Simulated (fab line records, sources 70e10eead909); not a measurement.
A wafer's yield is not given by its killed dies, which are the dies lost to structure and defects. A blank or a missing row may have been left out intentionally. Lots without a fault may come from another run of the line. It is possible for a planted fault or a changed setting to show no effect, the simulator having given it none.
fab line records + flow nandHarc
[record]
- lots = 6
- wafers = 18
- lastDay = 23
route steps=1159 shown THIN_TSV@1140 END@1158
lots that met no fault: taken from a fault-free run of the same line
startH: the number of hours between the record's first day and the start of the first shown wafer of the lot + waitH: hours elapsed since this lot's preceding step + " identical to the entry in the row above + L1.1+2: several wafers, shown together as one row + - no value, or no start was given + * or withheld: withheld + < > ~ a bound
route shown NAME@n: NAME is a module with steps in the file, n the number in the route of the first one + usual: the fault-free wafers' mean and standard deviation + same: alike in all rows + chamber/n: place in a boat + sites: readings site by site + _std_site: standard deviation of those values + _edge_site: mean of outer sites minus mean of inner sites + radiusMm: for every site, how far away it sits from the centre of the wafer + mask NAME#n: copy n + behind: tool/chamber where the wafer was last shaped + hold: what put the lot on hold/how long, in hours/how the hold closed + device: whichever transistor did not switch (one of n, p or np) + end of line: the route-end tests of the same wafers + for a step that has no rows: nothing shown but its recipe + killed: not the wafer's yield, but the dies lost to structure and defects at the first sort + map: dies across one wafer; x = killed, . = not, _ = none there
set.NAME: the run value of the setting; set.NAME@STEP: its run value at that earlier step + model.NAME: the simulator's own value behind a step, which no gauge read
certain route steps with their lots: each step a table, each wafer a row
services: the hour from which a tool's chamber was out of use, counted from the record's first day as startH (under 0 if before that day), plus the number of hours and why
[[steps]]
[step NHARC_THIN_TSV_DEHYDRATE_25]
[recipe]
- tempC = 150
- timeS = 120
[step NHARC_THIN_TSV_HMDS_26]
[recipe]
- timeS = 30
[step NHARC_THIN_TSV_COAT_27]
[recipe]
- spinRpm = *
[step NHARC_THIN_TSV_SOFTBAKE_28]
[recipe]
- tempC = 122
- timeS = 95
[step NHARC_THIN_TSV_EBR_29]
[step NHARC_THIN_TSV_EXPOSE_30]
[recipe]
- na = 0.55
- doseMj = 11.47
- maskId = PAD
[step NHARC_THIN_TSV_PEB_31]
[recipe]
- pebTempC = 118
- pebTimeS = 85
[step NHARC_THIN_TSV_DEVELOP_32]
[recipe]
- timeS = 70
[step NHARC_THIN_TSV_CD_MEAS_33]
[recipe]
- targetCdNm = 5000
- landingEnergyEv = 500
[usual]
- cdNm = 5000.2/1.5
| lot.wafer | tool     | chamber | startH | waitH | cdNm   |
|-----------|----------|---------|--------|-------|--------|
| L990.1    | cdSem-02 | 0       | 434.85 | -     | 5001.1 |
| L990.4    | "        | 0       | "      | "     | 5001.2 |
| L990.6    | "        | 0       | "      | "     | 4999.4 |
| L993.2    | cdSem-01 | 0       | 438.50 | -     | 4999.4 |
| L993.3    | "        | 0       | "      | "     | 5000.0 |
| L993.5    | "        | 0       | "      | "     | 4999.0 |
| L999.2    | cdSem-01 | 0       | 480.94 | -     | 4999.7 |
| L999.3    | "        | 0       | "      | "     | 5002.5 |
| L999.4    | "        | 0       | "      | "     | 4999.1 |
| L996.1    | cdSem-02 | 0       | 481.90 | -     | 5000.3 |
| L996.5    | "        | 0       | "      | "     | 4999.5 |
| L996.6    | "        | 0       | "      | "     | 5000.0 |
| L107.2    | cdSem-01 | 0       | 531.86 | -     | 4999.4 |
| L107.5    | "        | 0       | "      | "     | 4998.7 |
| L107.6    | "        | 0       | "      | "     | 4999.5 |
| L109.2    | cdSem-03 | 0       | 540.60 | -     | 5002.1 |
| L109.3    | "        | 0       | "      | "     | 5000.6 |
| L109.5    | "        | 0       | "      | "     | 4998.3 |
[step NHARC_THIN_TSV_HARDBAKE_34]
[recipe]
- tempC = 125
- timeS = 80
[step NHARC_THIN_TSV_DESCUM_35]
[recipe]
- timeS = 3
- o2FlowSccm = 200
- arFlowSccm = 0
- biasPowerW = 0
- chemistry = O2
[usual]
- drypumpMotorCurrentA = 5.6/0.44
- oesProductAu = 0.999/0.01
- rfVppV = 57.7/0.84
- showerheadPlenumPTorr = 1.90/0.09
- throttleValvePct = 11.312/0.0093
| lot.wafer | tool       | chamber | startH | waitH | drypumpMotorCurrentA | oesProductAu | rfHoursCounterH | rfVppV | showerheadPlenumPTorr | throttleValvePct |
|-----------|------------|---------|--------|-------|----------------------|--------------|-----------------|--------|-----------------------|------------------|
| L990.1    | rieDiel-13 | 3       | 435.03 | -     | 5.6                  | 0.994        | 16              | 58.5   | 1.96                  | 11.325           |
| L990.4    | "          | 1       | "      | "     | 6.0                  | 0.984        | 17              | 56.7   | 1.81                  | 11.315           |
| L990.6    | "          | 3       | "      | "     | 5.6                  | 1.000        | -               | 57.6   | 1.96                  | 11.308           |
| L993.2    | rieDiel-11 | 1       | 438.69 | -     | 5.0                  | 1.003        | 6               | 58.6   | 2.04                  | 11.321           |
| L993.3    | "          | 2       | "      | "     | 6.2                  | 0.997        | 5               | 56.2   | 1.81                  | 11.321           |
| L993.5    | "          | 0       | "      | "     | 4.7                  | 1.017        | -               | 57.6   | 1.82                  | 11.336           |
| L999.3    | rieDiel-11 | 0       | 481.12 | -     | 4.7                  | 1.025        | 9               | 57.0   | 1.81                  | 11.317           |
| L999.4    | "          | 1       | "      | "     | 5.0                  | 0.997        | 10              | 59.0   | 2.04                  | 11.308           |
| L999.2    | "          | 2       | "      | "     | 6.1                  | 0.985        | 9               | 57.7   | 1.81                  | 11.309           |
| L996.1    | rieDiel-13 | 1       | 482.09 | -     | 6.0                  | 1.008        | 2               | 57.4   | 1.81                  | 11.312           |
| L996.5    | "          | 3       | "      | "     | 5.6                  | 1.011        | -               | 58.0   | 1.95                  | 11.317           |
| L996.6    | "          | 0       | "      | "     | 5.8                  | 1.011        | -               | 59.4   | 2.02                  | 11.309           |
| L107.2    | rieDiel-12 | 2       | 532.04 | -     | 5.7                  | 1.014        | 11              | 58.5   | 1.91                  | 11.302           |
| L107.5    | "          | 0       | "      | "     | 5.8                  | 1.001        | -               | 57.4   | 1.83                  | 11.313           |
| L107.6    | "          | 1       | "      | "     | 5.7                  | 0.995        | -               | 57.3   | 1.78                  | 11.300           |
| L109.2    | rieDiel-11 | 1       | 540.77 | -     | 5.0                  | 0.983        | 13              | 58.4   | 2.04                  | 11.299           |
| L109.3    | "          | 2       | "      | "     | 6.2                  | 0.982        | 11              | 58.2   | 1.81                  | 11.298           |
| L109.5    | "          | 0       | "      | "     | 4.7                  | 1.013        | -               | 58.2   | 1.81                  | 11.311           |
[step NHARC_THIN_TSV_ETCH_59]
[recipe]
- targetDepthA = 8800
- icpW = 900
- biasW = 100
- Cl2_flow_sccm = 60
- bcl3FlowSccm = 30
- timeS = 138.1
- chemistry = Cl2/BCl3
[usual]
- drypumpMotorCurrentA = 5.7/0.46
- mfcCl2Sccm = 59.99/0.19
- oesProductAu = 1.000/0.01
- rfFwdPowerW = 895/3
- throttleValvePct = 22.264/0.0078
| lot.wafer | tool        | chamber | startH | waitH | drypumpMotorCurrentA | mfcCl2Sccm | oesProductAu | rfFwdPowerW | rfHoursCounterH | throttleValvePct |
|-----------|-------------|---------|--------|-------|----------------------|------------|--------------|-------------|-----------------|------------------|
| L990.1    | rieMetal-01 | 1       | 435.18 | 0.1   | 6.5                  | 59.87      | 0.991        | 890         | 2.6             | 22.278           |
| L990.4    | "           | 0       | "      | "     | 5.9                  | 60.07      | 1.000        | 894         | -               | 22.267           |
| L990.6    | "           | 1       | "      | "     | 6.4                  | 59.80      | 1.008        | 893         | -               | 22.256           |
| L993.2    | rieMetal-03 | 0       | 438.83 | 0.1   | 5.2                  | 60.20      | 1.009        | 888         | 5.1             | 22.265           |
| L993.3    | "           | 1       | "      | "     | 6.0                  | 60.31      | 0.996        | 895         | -               | 22.270           |
| L993.5    | "           | 1       | "      | "     | 6.1                  | 60.48      | 0.998        | 900         | -               | 22.278           |
| L999.2    | rieMetal-03 | 1       | 481.24 | 0.1   | 6.0                  | 60.39      | 0.994        | 897         | 0.4             | 22.250           |
| L999.3    | "           | 1       | "      | "     | 6.1                  | 60.14      | 0.992        | 895         | -               | 22.258           |
| L999.4    | "           | 0       | "      | "     | 5.2                  | 60.03      | 1.013        | 893         | -               | 22.269           |
| L996.1    | rieMetal-02 | 1       | 482.19 | 0.1   | 5.2                  | 59.79      | 0.988        | 899         | 2.2             | 22.267           |
| L996.5    | "           | 1       | "      | "     | 5.2                  | 59.79      | 0.992        | 898         | -               | 22.276           |
| L996.6    | "           | 0       | "      | "     | 5.5                  | 59.72      | 0.996        | 896         | -               | 22.268           |
| L107.2    | rieMetal-01 | 1       | 532.18 | 0.1   | 6.4                  | 60.30      | 0.995        | 899         | 0.3             | 22.266           |
| L107.6    | "           | 0       | "      | "     | 5.9                  | 59.90      | 1.005        | 892         | -               | 22.275           |
| L107.5    | "           | 1       | "      | "     | 6.4                  | 60.04      | 0.986        | 902         | -               | 22.258           |
| L109.2    | rieMetal-01 | 1       | 540.89 | 0.1   | 6.4                  | 60.23      | 0.980        | 896         | 0.6             | 22.266           |
| L109.3    | "           | 1       | "      | "     | 6.4                  | 60.08      | 0.998        | 894         | -               | 22.265           |
| L109.5    | "           | 0       | "      | "     | 5.8                  | 59.76      | 1.009        | 893         | -               | 22.276           |
[step NHARC_THIN_TSV_ETCH_36]
[recipe]
- targetDepthA = 650
- overEtchFrac = 0.3
- timeS = 18.571
- ionEnergyEv = 150
- chemistry = Cl2/BCl3
[usual]
- drypumpMotorCurrentA = 5.7/0.46
- oesProductAu = 0.999/0.01
| lot.wafer | tool        | chamber | startH | waitH | drypumpMotorCurrentA | oesProductAu | rfHoursCounterH |
|-----------|-------------|---------|--------|-------|----------------------|--------------|-----------------|
| L990.1    | rieMetal-01 | 1       | 435.40 | 0.2   | 6.4                  | 1.006        | 2.8             |
| L990.4    | "           | 0       | "      | "     | 5.8                  | 1.001        | -               |
| L990.6    | "           | 0       | "      | "     | 5.9                  | 1.002        | -               |
| L993.2    | rieMetal-03 | 1       | 439.06 | 0.2   | 6.0                  | 1.001        | 5.2             |
| L993.3    | "           | 1       | "      | "     | 6.1                  | 0.994        | -               |
| L993.5    | "           | 1       | "      | "     | 6.0                  | 0.991        | -               |
| L999.2    | rieMetal-03 | 1       | 481.50 | 0.2   | 6.1                  | 0.986        | 0.6             |
| L999.4    | "           | 0       | "      | "     | 5.2                  | 1.017        | -               |
| L999.3    | "           | 1       | "      | "     | 6.1                  | 0.988        | -               |
| L996.1    | rieMetal-02 | 0       | 482.53 | 0.3   | 5.4                  | 1.006        | 2.3             |
| L996.5    | "           | 1       | "      | "     | 5.1                  | 0.985        | -               |
| L996.6    | "           | 0       | "      | "     | 5.4                  | 1.006        | -               |
| L107.2    | rieMetal-01 | 1       | 532.40 | 0.2   | 6.5                  | 0.982        | 0.5             |
| L107.6    | "           | 1       | "      | "     | 6.4                  | 0.983        | -               |
| L107.5    | "           | 0       | "      | "     | 5.9                  | 1.009        | -               |
| L109.2    | rieMetal-01 | 1       | 541.16 | 0.2   | 6.4                  | 0.991        | 0.7             |
| L109.3    | "           | 0       | "      | "     | 5.8                  | 1.019        | -               |
| L109.5    | "           | 1       | "      | "     | 6.4                  | 0.993        | -               |
[step NHARC_THIN_TSV_STRIP_56]
[recipe]
- powerW = 1500
- tempC = 250
- chemistry = O2
[usual]
- drypumpMotorCurrentA = 5.57/0.18
- heaterPowerW = 337/7.3
- tempC = 250.00/0.19
| lot.wafer | tool           | chamber | startH | waitH | drypumpMotorCurrentA | heaterPowerW | rfHoursCounterH | tempC  |
|-----------|----------------|---------|--------|-------|----------------------|--------------|-----------------|--------|
| L990.1    | plasmaAsher-01 | 0       | 435.55 | 0.1   | 5.38                 | 331          | 53              | 249.94 |
| L990.4    | "              | 1       | "      | "     | 5.75                 | 326          | -               | 249.94 |
| L990.6    | "              | 1       | "      | "     | 5.77                 | 320          | -               | 250.21 |
| L993.2    | plasmaAsher-01 | 1       | 439.20 | 0.1   | 5.78                 | 328          | 54              | 249.83 |
| L993.3    | "              | 0       | "      | "     | 5.35                 | 335          | -               | 249.95 |
| L993.5    | "              | 1       | "      | "     | 5.77                 | 325          | -               | 250.01 |
| L999.2    | plasmaAsher-01 | 1       | 481.64 | 0.1   | 5.77                 | 332          | 6               | 249.97 |
| L999.4    | "              | 0       | "      | "     | 5.32                 | 350          | -               | 250.26 |
| L999.3    | "              | 1       | "      | "     | 5.78                 | 325          | -               | 249.85 |
| L996.1    | plasmaAsher-01 | 1       | 482.69 | 0.2   | 5.75                 | 331          | 7               | 249.69 |
| L996.6    | "              | 0       | "      | "     | 5.36                 | 349          | -               | 250.03 |
| L996.5    | "              | 1       | "      | "     | 5.76                 | 338          | -               | 249.97 |
| L107.2    | plasmaAsher-01 | 0       | 532.50 | 0.1   | 5.37                 | 348          | 24              | 250.24 |
| L107.6    | "              | 0       | "      | "     | 5.41                 | 334          | -               | 250.26 |
| L107.5    | "              | 1       | "      | "     | 5.76                 | 340          | -               | 249.85 |
| L109.2    | plasmaAsher-01 | 0       | 541.38 | 0.2   | 5.38                 | 338          | 28              | 249.54 |
| L109.3    | "              | 1       | "      | "     | 5.79                 | 332          | -               | 250.28 |
| L109.5    | "              | 1       | "      | "     | 5.79                 | 330          | -               | 249.92 |
[step NHARC_THIN_TSV_STRIP_57]
[recipe]
- timeS = 1200
- tempC = 72.5
- chemistry = postEtchResidueRemover
[step NHARC_THIN_TSV_CD_MEAS_37]
[usual]
- cdNm = 5001.2/2.8
| lot.wafer | tool     | chamber | startH | waitH | cdNm   |
|-----------|----------|---------|--------|-------|--------|
| L990.1    | cdSem-03 | -       | 436.30 | -     | 4999.7 |
| L990.4    | "        | -       | "      | "     | 5003.7 |
| L990.6    | "        | -       | "      | "     | 4999.5 |
| L993.2    | cdSem-01 | -       | 439.94 | -     | 4996.0 |
| L993.3    | "        | -       | "      | "     | 5001.8 |
| L993.5    | "        | -       | "      | "     | 4999.2 |
| L999.2    | cdSem-01 | -       | 482.39 | -     | 5002.8 |
| L999.3    | "        | -       | "      | "     | 5005.8 |
| L999.4    | "        | -       | "      | "     | 4999.6 |
| L996.1    | cdSem-01 | -       | 483.45 | -     | 4999.4 |
| L996.5    | "        | -       | "      | "     | 4999.6 |
| L996.6    | "        | -       | "      | "     | 4998.5 |
| L107.2    | cdSem-02 | -       | 533.35 | -     | 5001.2 |
| L107.5    | "        | -       | "      | "     | 5004.4 |
| L107.6    | "        | -       | "      | "     | 5002.0 |
| L109.2    | cdSem-03 | -       | 542.19 | -     | 5001.7 |
| L109.3    | "        | -       | "      | "     | 5002.9 |
| L109.5    | "        | -       | "      | "     | 4999.6 |
[step NHARC_THIN_TSV_ANNEAL_58]
[recipe]
- tempC = 400
- timeS = 1800
[step NHARC_THIN_TSV_INSPECT_40]
[usual]
- rawDefectCount = 451/73
| lot.wafer | tool             | chamber | startH | waitH | rawDefectCount |
|-----------|------------------|---------|--------|-------|----------------|
| L990.1    | defectInspect-01 | -       | 440.72 | 0.4   | 530            |
| L990.4    | "                | -       | "      | "     | 467            |
| L990.6    | "                | -       | "      | "     | 532            |
| L993.2    | defectInspect-02 | -       | 444.38 | 0.4   | 561            |
| L993.3    | "                | -       | "      | "     | 588            |
| L993.5    | "                | -       | "      | "     | 405            |
| L999.2    | defectInspect-01 | -       | 485.55 | 0.4   | 412            |
| L999.3    | "                | -       | "      | "     | 381            |
| L999.4    | "                | -       | "      | "     | 469            |
| L996.1    | defectInspect-02 | -       | 485.55 | 0.4   | 528            |
| L996.5    | "                | -       | "      | "     | 411            |
| L996.6    | "                | -       | "      | "     | 516            |
| L107.2    | defectInspect-02 | -       | 540.80 | 0.4   | 1532           |
| L107.5    | "                | -       | "      | "     | 1562           |
| L107.6    | "                | -       | "      | "     | 1524           |
| L109.2    | defectInspect-02 | -       | 546.62 | 0.4   | 1425           |
| L109.3    | "                | -       | "      | "     | 1386           |
| L109.5    | "                | -       | "      | "     | 1405           |
[step NHARC_END_WLT_00]
[usual]
- VT_DECK1_BOTTOM = 0.871/0.0073
- VT_DECK1_BOTTOM_INNER = 0.871/0.0074
- VT_DECK1_MEDIAN_NEAR_BOTTOM = 0.872/0.0073
- VT_DECK1_MEDIAN_NEAR_BOTTOM_INNER = 0.871/0.0072
- VT_DECK1_MIDDLE = 0.884/0.0074
- VT_DECK1_MIDDLE_INNER = 0.884/0.0067
- VT_DECK1_TOP = 0.896/0.0071
- VT_DECK1_TOP_INNER = 0.896/0.0076
| lot.wafer | tool      | chamber | startH | waitH | VT_DECK1_BOTTOM | VT_DECK1_BOTTOM_INNER | VT_DECK1_MEDIAN_NEAR_BOTTOM | VT_DECK1_MEDIAN_NEAR_BOTTOM_INNER | VT_DECK1_MIDDLE | VT_DECK1_MIDDLE_INNER | VT_DECK1_TOP | VT_DECK1_TOP_INNER |
|-----------|-----------|---------|--------|-------|-----------------|-----------------------|-----------------------------|-----------------------------------|-----------------|-----------------------|--------------|--------------------|
| L990.1    | prober-02 | -       | 440.79 | 0.1   | 0.872           | 0.877                 | 0.882                       | 0.871                             | 0.888           | 0.897                 | 0.904        | 0.905              |
| L990.4    | "         | -       | 442.26 | 1.5   | 0.882           | 0.869                 | 0.880                       | 0.873                             | 0.886           | 0.885                 | 0.903        | 0.900              |
| L990.6    | "         | -       | "      | "     | 0.872           | 0.873                 | 0.877                       | 0.875                             | 0.895           | 0.889                 | 0.905        | 0.907              |
| L993.2    | prober-01 | -       | 454.23 | 9.8   | 0.873           | 0.868                 | 0.876                       | 0.874                             | 0.896           | 0.888                 | 0.897        | 0.893              |
| L993.3    | "         | -       | "      | "     | 0.870           | 0.871                 | 0.879                       | 0.872                             | 0.886           | 0.882                 | 0.892        | 0.898              |
| L993.5    | "         | -       | 455.74 | 11.4  | 0.870           | 0.867                 | 0.873                       | 0.881                             | 0.888           | 0.890                 | 0.901        | 0.900              |
| L996.1    | prober-02 | -       | 485.60 | 0.0   | 0.868           | 0.860                 | 0.871                       | 0.860                             | 0.880           | 0.875                 | 0.899        | 0.891              |
| L996.5    | "         | -       | 487.59 | 2.0   | 0.873           | 0.873                 | 0.877                       | 0.885                             | 0.886           | 0.879                 | 0.887        | 0.901              |
| L996.6    | "         | -       | "      | "     | 0.865           | 0.863                 | 0.858                       | 0.865                             | 0.867           | 0.879                 | 0.886        | 0.881              |
| L999.2    | prober-02 | -       | 493.97 | 8.4   | 0.873           | 0.864                 | 0.871                       | 0.878                             | 0.884           | 0.877                 | 0.887        | 0.894              |
| L999.3    | "         | -       | "      | "     | 0.878           | 0.872                 | 0.871                       | 0.867                             | 0.878           | 0.885                 | 0.893        | 0.885              |
| L999.4    | "         | -       | "      | "     | 0.861           | 0.857                 | 0.860                       | 0.862                             | 0.869           | 0.879                 | 0.886        | 0.890              |
| L107.2    | prober-01 | -       | 541.38 | 0.6   | 0.867           | 0.871                 | 0.865                       | 0.867                             | 0.881           | 0.875                 | 0.885        | 0.890              |
| L107.5    | "         | -       | 542.90 | 2.1   | 0.864           | 0.867                 | 0.870                       | 0.876                             | 0.882           | 0.883                 | 0.896        | 0.896              |
| L107.6    | "         | -       | "      | "     | 0.865           | 0.864                 | 0.867                       | 0.854                             | 0.877           | 0.874                 | 0.892        | 0.887              |
| L109.2    | prober-02 | -       | 547.19 | 0.6   | 0.874           | 0.874                 | 0.881                       | 0.869                             | 0.879           | 0.887                 | 0.892        | 0.903              |
| L109.3    | "         | -       | "      | "     | 0.875           | 0.868                 | 0.873                       | 0.877                             | 0.893           | 0.884                 | 0.897        | 0.883              |
| L109.5    | "         | -       | 548.70 | 2.1   | 0.876           | 0.863                 | 0.873                       | 0.865                             | 0.876           | 0.887                 | 0.885        | 0.886              |
[step NHARC_END_SORT_01]
[recipe]
- tempC = 25
[usual]
- defectLimitedYield = 95.3/1.6
- killedAtArray = 27/12
- killedAtOther = 0.8/1
- killedAtPeriphery = 4.0/2.5
- killedDies = 32/11
- killedOpen = 3.3/1.8
- killedShort = 2.0/1.5
- sort_bin_2_pct = 1.5/0.59
- sort_bin_3_pct = 0.27/0.22
- sort_bin_4_pct = 3.0/1.1
- sortNPass = 645/11
- sortRimYieldPct = 95.6/2.7
- sortYieldPct = 95.3/1.6
[same]
- grossDies = 677
- sort_bin_5_pct[%] = 0
- sort_bin_6_pct[%] = 0
- sort_bin_7_pct[%] = 0
- sort_bin_8_pct[%] = 0
- sortRimNGross = 106.00
| lot.wafer | tool      | chamber | startH | waitH | defectLimitedYield[%] | killedAtArray | killedAtOther | killedAtPeriphery | killedDies | killedOpen | killedShort | sort_bin_2_pct[%] | sort_bin_3_pct[%] | sort_bin_4_pct[%] | sortNPass | sortRimYieldPct[%] | sortYieldPct[%] |
|-----------|-----------|---------|--------|-------|-----------------------|---------------|---------------|-------------------|------------|------------|-------------|-------------------|-------------------|-------------------|-----------|--------------------|-----------------|
| L107.2    | prober-01 | 0       | 544.72 | 2.8   | 83.8                  | 38            | 65            | 7                 | 110        | 5          | 0           | 5.2               | 4.58              | 6.5               | 567       | 79.2               | 83.8            |
| L107.5    | prober-01 | 0       | 547.13 | 3.7   | 79.8                  | 37            | 97            | 3                 | 137        | 2          | 1           | 6.9               | 6.79              | 6.5               | 540       | 92.5               | 79.8            |
| L107.6    | prober-01 | 0       | 547.93 | 4.0   | 83.3                  | 48            | 62            | 3                 | 113        | 3          | 3           | 5.5               | 4.58              | 6.6               | 564       | 84.9               | 83.3            |
| L109.2    | prober-02 | 0       | 550.51 | 2.8   | 87.0                  | 21            | 64            | 3                 | 88         | 1          | 1           | 4.7               | 3.40              | 4.9               | 589       | 83.0               | 87.0            |
| L109.3    | prober-02 | 0       | 551.32 | 3.1   | 81.4                  | 24            | 98            | 4                 | 126        | 5          | 2           | 8.1               | 4.58              | 5.9               | 551       | 98.1               | 81.4            |
| L109.5    | prober-02 | 0       | 552.94 | 3.7   | 86.1                  | 20            | 66            | 8                 | 94         | 5          | 3           | 5.3               | 3.69              | 4.9               | 583       | 83.0               | 86.1            |
// killed by level:class
L107.2 THIN_TSV:unspecified=65 A_CHANNEL_HOLE_D1:chamberFilmFlake=17 A_SLIT:chamberFilmFlake=14 P_GATE:chamberFilmFlake=4 A_CONTACT:chamberFilmFlake=3 P_CONTACT:geometricParticle:open=2 A_ONON_D1:geometricParticle:open=1 A_CHANNEL_HOLE_D1:geometricParticle:open=1
L107.5 THIN_TSV:unspecified=97 A_CHANNEL_HOLE_D1:chamberFilmFlake=20 A_SLIT:chamberFilmFlake=13 A_CONTACT:chamberFilmFlake=3 P_CONTACT:geometricParticle:short=1 P_CONTACT:geometricParticle:open=1 A_WL_FILL:geometricParticle:open=1 P_GATE:chamberFilmFlake=1
L107.6 THIN_TSV:unspecified=61 A_CHANNEL_HOLE_D1:chamberFilmFlake=23 A_SLIT:chamberFilmFlake=20 A_ONON_D1:geometricParticle:short=2 P_M0:geometricParticle:short=1 P_M2:geometricParticle:open=1 A_CONTACT:geometricParticle:open=1 A_M0:geometricParticle:open=1
L109.2 THIN_TSV:unspecified=64 A_CONTACT:chamberFilmFlake=10 A_CHANNEL_HOLE_D1:chamberFilmFlake=4 A_WL_FILL:geometricParticle:open=1 A_BLC:geometricParticle:short=1 P_STI:chamberFilmFlake=1 P_GATE:chamberFilmFlake=1 P_M0:chamberFilmFlake=1
L109.3 THIN_TSV:unspecified=97 A_CONTACT:chamberFilmFlake=7 A_CHANNEL_HOLE_D1:chamberFilmFlake=6 A_BLC:geometricParticle:open=2 A_ZERO_WELL:chamberFilmFlake=2 A_BLC:chamberFilmFlake=2 P_CONTACT:geometricParticle:open=1 P_M0:geometricParticle:open=1
L109.5 THIN_TSV:unspecified=65 A_CHANNEL_HOLE_D1:chamberFilmFlake=5 A_CONTACT:chamberFilmFlake=4 P_STI:chamberFilmFlake=3 A_ONON_D1:geometricParticle:short=2 P_GATE:chamberFilmFlake=2 A_WL_FILL:chamberFilmFlake=2 A_BLC:chamberFilmFlake=2
// map L107.5 (x killed, . not)
____________.____________
_________......._________
_______..........._______
______.............______
_____..............._____
____.................____
____.................____
___...................___
___...................___
__.....................__
__.....................__
_......................._
_...........x..........._
_x......................_
_............xx.x......._
_..............x........_
x.............x..x.......
.............x.x.........
........x......x.........
.x.....x.x.x.xx..........
......xxxxxxx....x.......
_.....xxxxxxx..........._
_.....xxxxxxxx..x......._
_.....xxxxxxxx.........._
_....xxxxxxxxxx........._
_....xxxxxxxx.x....x...._
__...xxxxxxxxx....x..x.__
__.x.xxxxxxxxx..x.xxx..__
___xxxxxxxxxx...x.xx..___
___...xxxxxx......x.x.___
____...xxxxx.....xxx.____
____...x.x.x.....x..x____
_____....x.x......xx_____
______......x......______
_______........x.x_______
_________......._________
____________.____________
// map L109.3 (x killed, . not)
____________.____________
_________......._________
_______..........._______
______...x....x....______
_____..............._____
____.................____
____.................____
___...x...............___
___............x.x.x..___
__.....................__
__.....................__
_......................._
_..............x..x....._
_.x............x.....x.._
_......................._
_............x.........._
..x......................
.......x...x........x....
...............xx..x.....
...x....x.xx....x........
..x....xxxxxxx...........
_.....xxxxxxx..........._
_....xxxxxxxx.x........._
_....xxxxxxxxx.........._
_....xxxxxxxxx....x.x..._
_...xxxxxxxxx..........._
__...xxxxxxxx..........__
__..xxxxxxxxx.xx.......__
___.xxxxxxxxx.........___
___..xxxxxxxx.........___
____...xxxxx........x____
____....xxx........x.____
_____......x.x......_____
______.............______
_______......x...._______
_________......._________
____________.____________
[[services]]
| tool           | chamber | startH | hours | kind      |
|----------------|---------|--------|-------|-----------|
| rieDiel-11     | 3       | 413.71 | 2.8   | repair    |
| rieDiel-13     | 2       | 415.22 | 14.8  | repair    |
| rieDiel-11     | 0       | 419.63 | 6.9   | repair    |
| rieMetal-02    | 1       | 426.06 | 4.7   | repair    |
| plasmaAsher-01 | -       | 428.81 | 2.7   | repair    |
| rieDiel-13     | -       | 453.00 | 9.0   | pm        |
| rieMetal-03    | -       | 453.00 | 9.0   | pm        |
| rieMetal-03    | 0       | 453.00 | 9.0   | ventCycle |
| rieMetal-03    | 1       | 453.00 | 9.0   | ventCycle |
| plasmaAsher-01 | -       | 453.46 | 9.0   | pm        |
| plasmaAsher-01 | 0       | 453.46 | 9.0   | ventCycle |
| plasmaAsher-01 | 1       | 453.46 | 9.0   | ventCycle |
| rieDiel-11     | 3       | 454.92 | 3.6   | repair    |
| rieMetal-03    | 0       | 462.00 | -     | clean     |
| plasmaAsher-01 | 0       | 462.46 | -     | clean     |
| plasmaAsher-01 | 1       | 462.46 | -     | clean     |
| rieMetal-01    | -       | 476.48 | 0.7   | repair    |
| rieMetal-03    | -       | 486.30 | 26.9  | repair    |
| rieMetal-01    | -       | 509.00 | 9.0   | pm        |
| rieMetal-01    | 0       | 509.00 | 9.0   | ventCycle |
| rieMetal-01    | 1       | 509.00 | 9.0   | ventCycle |
| rieDiel-12     | 1       | 516.28 | 3.6   | repair    |
| rieMetal-01    | 0       | 518.00 | -     | clean     |
| rieMetal-01    | 1       | 518.00 | -     | clean     |
[[key]]
[firstSign]
- step = NHARC_THIN_TSV_INSPECT_40
- reading = rawDefectCount
- direction = up
- sigmas = 14
- usual = 451
- struck = 1472
[effect]
- step = NHARC_END_SORT_01
- reading = killedAtOther
- direction = up
- sigmas = 72
- usual = 0.8
- struck = 75.3
[moreKillsBornAt]
- NHARC_THIN_TSV_ETCH_36@rieMetal-01 = 448
metAt NHARC_THIN_TSV_ETCH_36
struckWafers L107.2,L107.5,L107.6,L109.2,L109.3,L109.5
onsetBetween 435.40 532.40
alsoFits time
[fault]
- kind = chamberParticleSource
- tool = rieMetal-01
- chamber = -
- onsetH = 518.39
- steps = NHARC_THIN_TSV_ETCH_36
- ratePerVisitCm2 = 1.5317
- endH = 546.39
